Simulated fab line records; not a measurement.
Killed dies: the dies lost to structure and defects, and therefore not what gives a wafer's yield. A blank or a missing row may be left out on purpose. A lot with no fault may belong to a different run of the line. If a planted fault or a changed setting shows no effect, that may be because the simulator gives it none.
fab line records    flow nand_harc
record lots=24  wafers=72  last_day=33
route steps=1302 shown P_GATE@185 P_CONTACT@238
lots that met no fault: taken from a fault-free run of the same line
start_h: the number of hours between the record's first day and the start of the first shown wafer of the lot    wait_h: time in hours since the lot's previous step    " unchanged from the row above    L1.1+2: a row that stands for several wafers    - no value present, or no start provided    * or withheld: withheld    < > ~ a bound
route shown NAME@n: NAME is a module with steps in the file, n the number in the route of the first one    usual: mean/standard deviation taken from wafers without a fault    same: alike in all rows    chamber/n: place in a boat    sites: per-site readings    _std_site: their standard deviation    _edge_site: mean of outer sites minus mean of inner sites    radius_mm: for every site, how far away it sits from the centre of the wafer    mask NAME#n: copy n    behind: the last tool/chamber to shape the wafer    hold: why the lot was held/for how many hours/how that ended    device: the n, p or np transistor that did not switch    end of line: the tests these same wafers got at the end of their route    a step without rows: its recipe alone    killed: dies lost to structure and defects at the first sort, not the wafer's yield    map: a wafer's dies, marking killed ones x, the rest . and places with no die _
set.NAME: the setting the step ran with; set.NAME@STEP: the setting that earlier step ran with    model.NAME: the simulator's own value behind a step, which no gauge read
a sample of lots followed through the steps of the route, with each step as a table and each wafer as a row
services: the hour from which a tool's chamber was out of use, counted from the record's first day as start_h (under 0 if before that day), plus the number of hours and why
## steps
# step NHARC_P_GATE_CD_MEAS_59
# recipe target_cd_nm=720  landing_energy_ev=500
# usual cd_nm=719.6/1.2
# same landing_energy_ev=500
lot.wafer  tool       chamber  start_h  wait_h  cd_nm
L074.3     cd_sem-02  0        113.15   -       719.6
L074.4     "          0        "        "       719.6
L074.6     "          0        "        "       720.5
L075.3     cd_sem-01  0        119.82   -       720.4
L075.4     "          0        "        "       718.6
L075.5     "          0        "        "       720.5
L076.1     cd_sem-01  0        131.32   -       720.2
L076.2     "          0        "        "       721.2
L076.4     "          0        "        "       720.8
L077.1     cd_sem-02  0        139.71   -       718.4
L077.4     "          0        "        "       717.0
L077.6     "          0        "        "       719.1
L078.1     cd_sem-03  0        153.33   -       718.6
L078.5     "          0        "        "       719.1
L078.6     "          0        "        "       718.9
L079.1     cd_sem-03  0        164.07   -       719.0
L079.2     "          0        "        "       721.5
L079.6     "          0        "        "       720.7
L080.1     cd_sem-03  0        169.34   -       720.0
L080.4     "          0        "        "       718.8
L080.5     "          0        "        "       719.7
L081.2     cd_sem-03  0        187.31   -       719.4
L081.3     "          0        "        "       720.7
L081.6     "          0        "        "       720.6
L082.1     cd_sem-03  0        193.32   -       721.7
L082.2     "          0        "        "       719.7
L082.4     "          0        "        "       720.5
L083.3     cd_sem-02  0        201.21   -       718.1
L083.5     "          0        "        "       717.9
L083.6     "          0        "        "       717.5
L084.4     cd_sem-01  0        218.03   -       719.8
L084.5     "          0        "        "       720.2
L084.6     "          0        "        "       719.2
L085.1     cd_sem-01  0        226.15   -       720.7
L085.3     "          0        "        "       719.9
L085.5     "          0        "        "       719.0
L086.3     cd_sem-03  0        232.38   -       717.4
L086.5     "          0        "        "       718.2
L086.6     "          0        "        "       717.8
L087.1     cd_sem-03  0        236.14   -       720.9
L087.2     "          0        "        "       717.4
L087.5     "          0        "        "       720.4
L088.3     cd_sem-02  0        259.93   -       721.3
L088.4     "          0        "        "       717.8
L088.6     "          0        "        "       719.4
L089.1     cd_sem-02  0        260.48   -       720.4
L089.3     "          0        "        "       719.9
L089.6     "          0        "        "       721.0
L090.3     cd_sem-02  0        277.76   -       719.3
L090.4     "          0        "        "       719.3
L090.5     "          0        "        "       719.4
L091.3     cd_sem-03  0        288.82   -       719.4
L091.5     "          0        "        "       719.6
L091.6     "          0        "        "       720.1
L092.1     cd_sem-01  0        291.63   -       716.7
L092.3     "          0        "        "       718.9
L092.6     "          0        "        "       718.9
L093.1     cd_sem-02  0        303.35   -       720.0
L093.2     "          0        "        "       720.4
L093.6     "          0        "        "       719.7
L094.2     cd_sem-02  0        316.74   -       719.6
L094.3     "          0        "        "       718.6
L094.6     "          0        "        "       718.4
L095.2     cd_sem-01  0        323.60   -       719.3
L095.3     "          0        "        "       719.3
L095.4     "          0        "        "       720.8
L096.1     cd_sem-02  0        328.83   -       720.2
L096.2     "          0        "        "       719.2
L096.3     "          0        "        "       717.5
L097.1     cd_sem-01  0        342.15   -       719.6
L097.5     "          0        "        "       718.3
L097.6     "          0        "        "       719.6
# step NHARC_P_GATE_RTA_64
# recipe temp_c=1050  time_s=1
# usual anneal_temp_c_max=1053.5/0.84  lamp_power_pct=32.1/1.2  wafer_temp_C_max=1053.5/0.79
lot.wafer  tool           chamber  start_h  wait_h  anneal_temp_c_max  lamp_power_pct  wafer_temp_C_max
L074.3     rtp_anneal-02  0        120.69   -       1053.9             31.2            1053.3
L074.4     "              0        "        "       1052.6             31.1            1053.8
L074.6     "              0        "        "       1054.3             31.1            1053.6
L075.3     rtp_anneal-02  0        123.39   -       1053.1             31.1            1052.9
L075.4     "              0        "        "       1056.1             31.1            1053.6
L075.5     "              0        "        "       1055.3             31.1            1054.2
L076.1     rtp_anneal-02  0        134.85   -       1053.8             31.1            1053.3
L076.2     "              0        "        "       1053.9             31.1            1052.7
L076.4     "              0        "        "       1054.6             31.1            1053.5
L077.1     rtp_anneal-01  0        143.17   -       1052.5             33.7            1053.5
L077.4     "              0        "        "       1051.6             33.7            1053.6
L077.6     "              0        "        "       1053.4             33.6            1053.3
L078.1     rtp_anneal-02  0        156.88   -       1053.2             31.1            1054.8
L078.5     "              0        "        "       1052.7             31.1            1055.9
L078.6     "              0        "        "       1053.3             31.1            1054.3
L079.1     rtp_anneal-02  0        167.45   -       1054.5             31.1            1054.1
L079.2     "              0        "        "       1053.9             31.2            1053.0
L079.6     "              0        "        "       1053.3             31.2            1054.1
L080.1     rtp_anneal-01  0        172.96   -       1053.2             33.6            1054.5
L080.4     "              0        "        "       1053.1             33.6            1055.8
L080.5     "              0        "        "       1053.2             33.6            1054.0
L081.2     rtp_anneal-02  0        190.86   -       1053.4             31.1            1053.8
L081.3     "              0        "        "       1053.6             31.1            1053.5
L081.6     "              0        "        "       1052.9             31.2            1053.5
L082.1     rtp_anneal-02  0        196.86   -       1052.3             31.2            1054.2
L082.2     "              0        "        "       1053.3             31.1            1052.9
L082.4     "              0        "        "       1053.6             31.1            1052.9
L083.3     rtp_anneal-02  0        204.78   -       1052.9             31.1            1054.7
L083.5     "              0        "        "       1052.9             31.2            1054.3
L083.6     "              0        "        "       1054.2             31.2            1053.0
L084.4     rtp_anneal-01  0        221.49   -       1052.8             33.6            1052.7
L084.5     "              0        "        "       1053.0             33.6            1051.6
L084.6     "              0        "        "       1053.5             33.6            1052.6
L085.1     rtp_anneal-02  0        229.72   -       1054.2             31.1            1052.0
L085.3     "              0        "        "       1054.4             31.1            1052.8
L085.5     "              0        "        "       1054.5             31.1            1054.3
L086.3     rtp_anneal-02  0        235.86   -       1053.6             31.1            1053.0
L086.5     "              0        "        "       1054.4             31.0            1054.5
L086.6     "              0        "        "       1055.1             31.1            1054.3
L087.1     rtp_anneal-02  0        239.65   -       1053.0             31.1            1054.6
L087.2     "              0        "        "       1052.1             31.2            1053.9
L087.5     "              0        "        "       1053.4             31.2            1053.8
L088.3     rtp_anneal-02  0        263.52   -       1052.9             31.2            1052.4
L088.4     "              0        "        "       1053.0             31.2            1053.5
L088.6     "              0        "        "       1055.0             31.2            1051.4
L089.1     rtp_anneal-01  0        263.99   -       1053.2             33.6            1053.6
L089.3     "              0        "        "       1052.9             33.6            1053.2
L089.6     "              0        "        "       1053.6             33.6            1052.1
L090.3     rtp_anneal-01  0        281.20   -       1052.4             33.6            1054.3
L090.4     "              0        "        "       1053.0             33.6            1053.6
L090.5     "              0        "        "       1052.5             33.6            1053.1
L091.3     rtp_anneal-01  0        292.29   -       1052.6             33.6            1053.4
L091.5     "              0        "        "       1052.6             33.6            1052.1
L091.6     "              0        "        "       1053.1             33.6            1053.1
L092.1     rtp_anneal-02  0        295.14   -       1053.5             31.2            1052.8
L092.3     "              0        "        "       1053.1             31.2            1054.4
L092.6     "              0        "        "       1053.1             31.2            1052.6
L093.1     rtp_anneal-01  0        306.78   -       1052.9             33.6            1054.1
L093.2     "              0        "        "       1052.9             33.6            1053.9
L093.6     "              0        "        "       1053.3             33.6            1053.9
L094.2     rtp_anneal-02  0        320.19   -       1054.2             31.2            1053.4
L094.3     "              0        "        "       1056.4             31.2            1055.2
L094.6     "              0        "        "       1053.5             31.1            1053.4
L095.2     rtp_anneal-01  0        327.12   -       1053.1             33.6            1052.6
L095.3     "              0        "        "       1052.5             33.6            1054.1
L095.4     "              0        "        "       1052.2             33.6            1052.0
L096.1     rtp_anneal-01  0        332.25   -       1053.4             33.7            1053.8
L096.2     "              0        "        "       1052.8             33.6            1053.1
L096.3     "              0        "        "       1052.7             33.6            1053.2
L097.1     rtp_anneal-02  0        345.86   -       1056.1             31.1            1052.3
L097.5     "              0        "        "       1053.6             31.2            1052.3
L097.6     "              0        "        "       1053.8             31.1            1052.9
# step NHARC_P_GATE_INSPECT_68
# usual raw_defect_count=227/93
lot.wafer  tool               chamber  start_h  wait_h  raw_defect_count
L074.3     defect_inspect-02  -        121.98   0.1     246
L074.4     "                  -        "        "       297
L074.6     "                  -        "        "       262
L075.3     defect_inspect-02  -        124.74   0.1     224
L075.4     "                  -        "        "       173
L075.5     "                  -        "        "       101
L076.1     defect_inspect-02  -        136.10   0.2     231
L076.2     "                  -        "        "       414
L076.4     "                  -        "        "       354
L077.1     defect_inspect-01  -        144.58   0.2     109
L077.4     "                  -        "        "       127
L077.6     "                  -        "        "       136
L078.1     defect_inspect-02  -        158.35   0.2     296
L078.5     "                  -        "        "       269
L078.6     "                  -        "        "       188
L079.1     defect_inspect-02  -        168.71   0.2     128
L079.2     "                  -        "        "       114
L079.6     "                  -        "        "       123
L080.1     defect_inspect-01  -        174.21   0.2     110
L080.4     "                  -        "        "       169
L080.5     "                  -        "        "       132
L081.2     defect_inspect-02  -        192.09   0.1     139
L081.3     "                  -        "        "       247
L081.6     "                  -        "        "       79
L082.1     defect_inspect-02  -        198.12   0.2     208
L082.2     "                  -        "        "       221
L082.4     "                  -        "        "       291
L083.3     defect_inspect-02  -        205.98   0.1     147
L083.5     "                  -        "        "       184
L083.6     "                  -        "        "       235
L084.4     defect_inspect-02  -        222.67   0.1     183
L084.5     "                  -        "        "       162
L084.6     "                  -        "        "       208
L085.1     defect_inspect-02  -        230.97   0.2     272
L085.3     "                  -        "        "       209
L085.5     "                  -        "        "       305
L086.3     defect_inspect-02  -        237.06   0.1     244
L086.5     "                  -        "        "       183
L086.6     "                  -        "        "       271
L087.1     defect_inspect-02  -        240.94   0.2     169
L087.2     "                  -        "        "       123
L087.5     "                  -        "        "       292
L088.3     defect_inspect-01  -        264.73   0.1     151
L088.4     "                  -        "        "       97
L088.6     "                  -        "        "       165
L089.1     defect_inspect-02  -        265.25   0.2     361
L089.3     "                  -        "        "       168
L089.6     "                  -        "        "       391
L090.3     defect_inspect-02  -        282.40   0.1     200
L090.4     "                  -        "        "       204
L090.5     "                  -        "        "       291
L091.3     defect_inspect-02  -        293.50   0.1     222
L091.5     "                  -        "        "       165
L091.6     "                  -        "        "       282
L092.1     defect_inspect-01  -        296.39   0.2     272
L092.3     "                  -        "        "       375
L092.6     "                  -        "        "       209
L093.1     defect_inspect-02  -        308.07   0.2     344
L093.2     "                  -        "        "       321
L093.6     "                  -        "        "       429
L094.2     defect_inspect-02  -        321.41   0.1     270
L094.3     "                  -        "        "       274
L094.6     "                  -        "        "       318
L095.2     defect_inspect-02  -        328.35   0.1     207
L095.3     "                  -        "        "       190
L095.4     "                  -        "        "       194
L096.1     defect_inspect-01  -        333.51   0.2     155
L096.2     "                  -        "        "       197
L096.3     "                  -        "        "       152
L097.1     defect_inspect-02  -        347.11   0.2     324
L097.5     "                  -        "        "       272
L097.6     "                  -        "        "       238
# step NHARC_P_CONTACT_ETCH_18
# recipe target_depth_a=4810  time_s=240.5  c4f8_flow_sccm=20  o2_flow_sccm=10  ar_flow_sccm=withheld  rf_w=600  bias_w=1500  chemistry=C4F8/O2/Ar
# usual oes_product_au=0.959/0.017  rf_vpp_V=977/7.7
lot.wafer  tool         chamber  start_h  wait_h  oes_product_au  rf_hours_counter_h  rf_vpp_V
L074.3     rie_diel-11  2        -        -       0.968           1.2                 971
L074.4     "            3        "        "       0.973           1.1                 988
L074.6     "            2        "        "       0.965           -                   972
L075.3     rie_diel-01  3        -        -       0.965           2.9                 983
L075.4     "            0        "        "       0.958           2.7                 975
L075.5     "            0        "        "       0.975           -                   976
L076.1     rie_diel-11  2        -        -       0.951           2.0                 971
L076.2     "            3        "        "       0.964           1.8                 987
L076.4     "            1        "        "       0.958           2.1                 986
L077.1     rie_diel-01  1        -        -       0.977           3.6                 982
L077.4     "            2        "        "       0.951           3.7                 988
L077.6     "            2        "        "       0.950           -                   989
L078.1     rie_diel-08  0        -        -       0.976           7.9                 983
L078.5     "            0        "        "       0.973           -                   982
L078.6     "            1        "        "       0.967           -                   970
L079.1     rie_diel-08  2        -        -       0.928           8.7                 969
L079.2     "            1        "        "       0.917           6.3                 969
L079.6     "            2        "        "       0.917           -                   970
L080.1     rie_diel-11  0        -        -       0.945           2.7                 971
L080.4     "            1        "        "       0.952           2.9                 986
L080.5     "            0        "        "       0.943           -                   972
L081.3     rie_diel-11  2        -        -       0.959           3.2                 971
L081.2     "            1        "        "       0.960           3.4                 986
L081.6     "            3        "        "       0.962           -                   988
L082.4     rie_diel-01  0        -        -       0.974           4.7                 977
L082.2     "            1        "        "       0.981           4.7                 983
L082.1     "            3        "        "       0.963           5.0                 983
L083.3     rie_diel-08  0        -        -       0.958           0.7                 985
L083.6     "            2        "        "       0.960           -                   968
L083.5     "            3        "        "       0.968           -                   971
L084.4     rie_diel-08  1        -        -       0.932           1.8                 968
L084.6     "            3        "        "       0.922           -                   970
L084.5     "            0        "        "       0.919           -                   983
L085.1     rie_diel-08  3        -        -       0.972           2.9                 970
L085.3     "            1        "        "       0.968           2.0                 970
L085.5     "            3        "        "       0.972           -                   971
L086.3     rie_diel-08  2        -        -       0.969           2.8                 969
L086.6     "            2        "        "       0.961           -                   970
L086.5     "            3        "        "       0.985           -                   970
L087.1     rie_diel-11  1        -        -       0.960           4.5                 987
L087.2     "            0        "        "       0.949           4.4                 972
L087.5     "            1        "        "       0.952           -                   985
L088.4     rie_diel-11  1        -        -       0.973           0.2                 987
L088.3     "            3        "        "       0.968           0.3                 987
L088.6     "            1        "        "       0.966           -                   987
L089.1     rie_diel-08  3        -        -       0.961           4.5                 970
L089.3     "            0        "        "       0.975           4.3                 983
L089.6     "            2        "        "       0.953           -                   968
L090.4     rie_diel-11  2        -        -       0.948           0.6                 971
L090.3     "            3        "        "       0.932           0.8                 986
L090.5     "            0        "        "       0.945           -                   970
L091.3     rie_diel-11  3        -        -       0.938           1.4                 988
L091.6     "            1        "        "       0.952           -                   986
L091.5     "            2        "        "       0.950           -                   971
L092.3     rie_diel-01  2        -        -       0.961           1.8                 987
L092.1     "            3        "        "       0.973           1.6                 982
L092.6     "            1        "        "       0.965           -                   984
L093.2     rie_diel-08  0        -        -       0.990           6.4                 984
L093.1     "            2        "        "       0.924           5.9                 969
L093.6     "            0        "        "       0.985           -                   982
L094.3     rie_diel-08  3        -        -       0.928           8.3                 970
L094.2     "            0        "        "       0.938           8.3                 983
L094.6     "            2        "        "       0.931           -                   969
L095.3     rie_diel-11  3        -        -       0.954           2.7                 989
L095.2     "            0        "        "       0.959           2.7                 972
L095.4     "            2        "        "       0.972           -                   973
L096.1     rie_diel-11  1        -        -       0.971           2.5                 988
L096.2     "            2        "        "       0.989           3.0                 970
L096.3     "            3        "        "       0.967           3.0                 986
L097.1     rie_diel-11  3        -        -       0.954           3.5                 989
L097.5     "            3        "        "       0.950           -                   988
L097.6     "            2        "        "       0.962           -                   971
# step NHARC_P_CONTACT_PVD_32
# recipe target_thk_a=50  chamber_pressure_pa=5  power_w=5000  substrate_temp_c=200  time_s=17.7  material=Ti
# usual throttle_valve_pct=30.0/1.1
lot.wafer  tool            chamber  start_h  wait_h  throttle_valve_pct
L074.4     pvd_sputter-01  -        -        -       30.7
L074.3     "               -        "        "       29.2
L074.6     "               -        "        "       30.9
L075.3     pvd_sputter-03  -        -        -       30.9
L075.4     "               -        "        "       29.0
L075.5     "               -        "        "       30.6
L076.2     pvd_sputter-03  -        -        -       30.8
L076.1     "               -        "        "       31.3
L076.4     "               -        "        "       29.1
L077.4     pvd_sputter-02  -        -        -       30.7
L077.1     "               -        "        "       31.0
L077.6     "               -        "        "       31.2
L078.1     pvd_sputter-03  -        -        -       30.6
L078.5     "               -        "        "       29.0
L078.6     "               -        "        "       30.6
L079.1     pvd_sputter-01  -        -        -       29.3
L079.2     "               -        "        "       29.7
L079.6     "               -        "        "       31.1
L080.1     pvd_sputter-02  -        -        -       29.6
L080.4     "               -        "        "       30.8
L080.5     "               -        "        "       29.5
L081.2     pvd_sputter-03  -        -        -       29.2
L081.3     "               -        "        "       30.7
L081.6     "               -        "        "       29.1
L082.1     pvd_sputter-01  -        -        -       29.6
L082.2     "               -        "        "       27.5
L082.4     "               -        "        "       30.9
L083.3     pvd_sputter-02  -        -        -       29.5
L083.6     "               -        "        "       30.8
L083.5     "               -        "        "       30.8
L084.4     pvd_sputter-02  -        -        -       29.6
L084.6     "               -        "        "       30.6
L084.5     "               -        "        "       31.5
L085.1     pvd_sputter-03  -        -        -       30.6
L085.3     "               -        "        "       30.4
L085.5     "               -        "        "       28.8
L086.3     pvd_sputter-01  -        -        -       30.5
L086.5     "               -        "        "       30.2
L086.6     "               -        "        "       27.9
L087.1     pvd_sputter-01  -        -        -       27.6
L087.2     "               -        "        "       30.4
L087.5     "               -        "        "       28.4
L088.3     pvd_sputter-01  -        -        -       30.3
L088.4     "               -        "        "       27.4
L088.6     "               -        "        "       28.0
L089.3     pvd_sputter-03  -        -        -       29.3
L089.1     "               -        "        "       28.9
L089.6     "               -        "        "       29.2
L090.3     pvd_sputter-01  -        -        -       30.2
L090.4     "               -        "        "       27.8
L090.5     "               -        "        "       30.5
L091.3     pvd_sputter-02  -        -        -       31.8
L091.6     "               -        "        "       29.4
L091.5     "               -        "        "       31.7
L092.3     pvd_sputter-02  -        -        -       29.4
L092.1     "               -        "        "       29.6
L092.6     "               -        "        "       29.6
L093.1     pvd_sputter-02  -        -        -       29.8
L093.2     "               -        "        "       31.6
L093.6     "               -        "        "       31.4
L094.3     pvd_sputter-03  -        -        -       31.0
L094.2     "               -        "        "       29.0
L094.6     "               -        "        "       31.0
L095.4     pvd_sputter-02  -        -        -       29.9
L095.3     "               -        "        "       29.4
L095.2     "               -        "        "       31.8
L096.2     pvd_sputter-03  -        -        -       29.0
L096.3     "               -        "        "       30.7
L096.1     "               -        "        "       29.1
L097.1     pvd_sputter-02  -        -        -       31.6
L097.5     "               -        "        "       29.5
L097.6     "               -        "        "       31.6
# step NHARC_P_CONTACT_INSPECT_27
# usual raw_defect_count=313/140
lot.wafer  tool               chamber  start_h  wait_h  raw_defect_count
L074.3     defect_inspect-01  -        126.71   0.1     367
L074.4     "                  -        "        "       590
L074.6     "                  -        "        "       364
L075.3     defect_inspect-01  -        129.54   0.1     172
L075.4     "                  -        "        "       236
L075.5     "                  -        "        "       296
L076.1     defect_inspect-02  -        141.01   0.1     417
L076.2     "                  -        "        "       169
L076.4     "                  -        "        "       397
L077.1     defect_inspect-02  -        149.46   0.1     266
L077.4     "                  -        "        "       517
L077.6     "                  -        "        "       187
L078.1     defect_inspect-01  -        163.23   0.1     209
L078.5     "                  -        "        "       334
L078.6     "                  -        "        "       381
L079.1     defect_inspect-01  -        173.44   0.1     413
L079.2     "                  -        "        "       318
L079.6     "                  -        "        "       251
L080.1     defect_inspect-01  -        179.09   0.1     214
L080.4     "                  -        "        "       209
L080.5     "                  -        "        "       244
L081.2     defect_inspect-02  -        196.96   0.1     220
L081.3     "                  -        "        "       436
L081.6     "                  -        "        "       745
L082.1     defect_inspect-02  -        202.86   0.1     296
L082.2     "                  -        "        "       313
L082.4     "                  -        "        "       298
L083.3     defect_inspect-02  -        210.73   0.1     286
L083.5     "                  -        "        "       206
L083.6     "                  -        "        "       126
L084.4     defect_inspect-02  -        227.56   0.1     102
L084.5     "                  -        "        "       265
L084.6     "                  -        "        "       310
L085.1     defect_inspect-02  -        235.87   0.1     244
L085.3     "                  -        "        "       403
L085.5     "                  -        "        "       378
L086.3     defect_inspect-02  -        241.97   0.1     429
L086.5     "                  -        "        "       523
L086.6     "                  -        "        "       559
L087.1     defect_inspect-02  -        246.03   0.1     425
L087.2     "                  -        "        "       180
L087.5     "                  -        "        "       617
L088.3     defect_inspect-01  -        269.70   0.1     197
L088.4     "                  -        "        "       156
L088.6     "                  -        "        "       133
L089.1     defect_inspect-02  -        270.02   0.1     373
L089.3     "                  -        "        "       358
L089.6     "                  -        "        "       291
L090.3     defect_inspect-02  -        287.43   0.1     201
L090.4     "                  -        "        "       204
L090.5     "                  -        "        "       255
L091.3     defect_inspect-01  -        298.41   0.1     153
L091.5     "                  -        "        "       171
L091.6     "                  -        "        "       192
L092.1     defect_inspect-01  -        301.21   0.1     542
L092.3     "                  -        "        "       287
L092.6     "                  -        "        "       376
L093.1     defect_inspect-01  -        312.84   0.1     320
L093.2     "                  -        "        "       583
L093.6     "                  -        "        "       378
L094.2     defect_inspect-02  -        326.66   0.1     227
L094.3     "                  -        "        "       216
L094.6     "                  -        "        "       229
L095.2     defect_inspect-02  -        333.39   0.1     389
L095.3     "                  -        "        "       415
L095.4     "                  -        "        "       285
L096.1     defect_inspect-01  -        338.38   0.1     416
L096.2     "                  -        "        "       407
L096.3     "                  -        "        "       217
L097.1     defect_inspect-02  -        352.13   0.1     244
L097.5     "                  -        "        "       310
L097.6     "                  -        "        "       238
## services
tool            chamber  start_h  hours  kind
pvd_sputter-02  -        104.00   10.0   pm
rie_diel-11     0        112.00   -      clean
rie_diel-11     1        112.00   -      clean
rie_diel-11     2        112.00   -      clean
rie_diel-11     3        112.00   -      clean
rie_diel-08     0        125.36   3.0    repair
pvd_sputter-03  -        170.05   10.0   pm
rie_diel-08     -        190.80   9.0    pm
rie_diel-01     -        203.87   9.0    pm
rie_diel-08     -        206.47   0.2    repair
rie_diel-11     3        211.09   7.6    repair
pvd_sputter-01  -        226.00   10.0   pm
rie_diel-11     3        229.76   16.8   repair
rie_diel-01     -        245.10   0.3    repair
rie_diel-11     -        255.50   9.0    pm
pvd_sputter-02  -        282.00   10.0   pm
rie_diel-08     2        290.72   15.0   repair
pvd_sputter-01  -        293.15   3.6    repair
pvd_sputter-02  -        294.71   1.7    repair
rie_diel-11     0        321.25   2.1    repair
rie_diel-11     1        328.37   3.0    repair
rie_diel-01     0        336.82   9.0    repair
rie_diel-11     1        345.06   5.2    repair
pvd_sputter-03  -        348.05   10.0   pm
## key
fault none
